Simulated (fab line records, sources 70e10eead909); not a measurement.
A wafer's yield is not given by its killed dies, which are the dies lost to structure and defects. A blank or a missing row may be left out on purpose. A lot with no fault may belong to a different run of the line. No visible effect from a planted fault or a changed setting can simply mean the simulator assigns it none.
2 desks, one fault ; flow nand harc ; each desk has only its own numbers; what lay behind them comes last

== THE DEFECT DESK ==
Lot by lot, what the route's inspections counted, given as the mean of those sampled wafers with a number. Marked OUT: a lot whose mean sits more than 4 standard deviations from the usual mean, which makes it out of limits; the brackets give that distance.
Columns: A = raw defect count at NHARC_P_CONTACT_INSPECT_27, usual 267
lot;first seen here;A
L144;day 6 16:26;302
L145;day 7 05:07;318
L146;day 7 10:21;252
L143;day 7 12:20;280
L147;day 7 17:14;221
L148;day 8 01:12;367
L151;day 9 13:16;164
L152;day 9 17:33;149
L154;day 10 14:16;332
L153;day 10 17:13;391
L164;day 14 21:57;347
L165;day 15 02:10;295
L166;day 15 13:41;496
Result from this desk: across the 13 lots, nothing is out of limits.

== TOOL OWNER'S DESK, cmp-04 ==
The tool's own readings at NHARC_P_CONTACT_CMP_24 (polishes, t overpolish 30 s, target thk 200 nm): means of the sampled wafers that have a number, for each lot that ran on this tool. Marked OUT: a lot whose mean sits more than 4 standard deviations from the usual mean, which makes it out of limits; the brackets give that distance.
Columns: A = motor current A at NHARC_P_CONTACT_CMP_24, usual 11.7 A; B = overpolish run s at NHARC_P_CONTACT_CMP_24, usual 30.000 s; C = time to endpoint s at NHARC_P_CONTACT_CMP_24, usual 38.4 s
lot;first seen here;A;B;C
L144;day 6 16:02;11.7;29.996;41.6
L143;day 7 12:00;12.0;30.003;39.1
L151;day 9 12:53;11.7;29.998;37.9
L153;day 10 16:49;10.9;29.996;38.8
L164;day 14 21:35;11.0;29.992;28.3 (-4.8) OUT
L165;day 15 01:48;11.3;30.002;30.2
Finding of this desk: L164 out of limits; the first was L164 at day 14 21:35, on time to endpoint s at NHARC_P_CONTACT_CMP_24. L144, L143, L151, L153, L165: within limits.

== TAKEN TOGETHER ==
On L164, at day 14 21:35, an alarm was possible from the tool owner's desk.
No out-of-limits result turned up at the defect desk.
The defect desk has L164 on record, within its limits.
The lots listed all ran NHARC_P_CONTACT_CMP_24 on cmp-04.

== WHAT HAD BEEN PUT IN BY THE SIMULATOR ==
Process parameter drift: cmp-04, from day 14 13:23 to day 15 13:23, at NHARC_P_CONTACT_CMP_24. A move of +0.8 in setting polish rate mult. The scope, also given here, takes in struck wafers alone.
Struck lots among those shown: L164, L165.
How many hours passed from the start of the fault until each desk's first out-of-limits reading: the tool owner's desk, 8.
